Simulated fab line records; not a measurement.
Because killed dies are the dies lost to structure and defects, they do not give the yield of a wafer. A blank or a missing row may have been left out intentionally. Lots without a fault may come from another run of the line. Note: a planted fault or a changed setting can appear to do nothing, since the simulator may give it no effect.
Matching of chambers + flow nand-harc + 4 sister chambers for NHARC_A_BLC_ALD_23 on ald-metal-04
The step deposits TiN, target thk 3 nm, pulse time 1 s, ald cycles 150. 8 wafers are shown with their chamber, then 7 later ones without.

## WAFERS WITH THEIR CHAMBER
| wafer  | chamber | heater-power-w (W) | precursor-pulse-height-rel |
|--------|---------|--------------------|----------------------------|
| L076.2 | 0       | 1044               | 0.997                      |
| L076.3 | 1       | 1026               | 1.006                      |
| L076.6 | 3       | 1234               | 1.030                      |
| L078.1 | 2       | 1025               | 1.013                      |
| L078.3 | 0       | 1041               | 0.940                      |
| L078.5 | 1       | 1009               | 1.007                      |
| L083.2 | 3       | 1261               | 0.990                      |
| L083.4 | 2       | 1043               | 0.985                      |

## WAFERS MISSING THEIR CHAMBER
| wafer  | heater-power-w (W) | precursor-pulse-height-rel |
|--------|--------------------|----------------------------|
| L083.6 | 1232               | 0.980                      |
| L092.4 | 1064               | 1.014                      |
| L092.5 | 972                | 0.969                      |
| L092.6 | 1062               | 0.983                      |
| L094.1 | 958                | 1.008                      |
| L094.4 | 1058               | 0.984                      |
| L094.5 | 1051               | 1.035                      |

## CHAMBER TAKEN BY EACH
| wafer  | from the rows above          | in truth |
|--------|------------------------------|----------|
| L083.6 | 3                            | 3        |
| L092.4 | can't be placed: 2 or 0 or 1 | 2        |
| L092.5 | can't be placed: 1 or 2 or 0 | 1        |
| L092.6 | can't be placed: 0 or 2 or 1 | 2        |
| L094.1 | can't be placed: 1 or 2      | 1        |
| L094.4 | can't be placed: 0 or 2 or 1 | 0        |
| L094.5 | can't be placed: 2 or 0 or 1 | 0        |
1 of 7 placed correctly. Unplaceable from these rows: 6, with the true chamber sitting among the candidates in 6. Wrongly placed: 0.
How it was worked out, from the rows above alone: a wafer's distance from a chamber is the root of the sum, over the readings, of the square of ((its reading less the chamber's mean) divided by the reading's scatter). If the next closest chamber is less than 2 further off than the closest, the wafer can't be placed; otherwise it belongs to the closest. A chamber's mean is the mean of its shown wafers. The scatter: take each reading less its chamber's mean, square it, sum over the shown wafers, divide by the number of wafers less the number of chambers, and take the root.
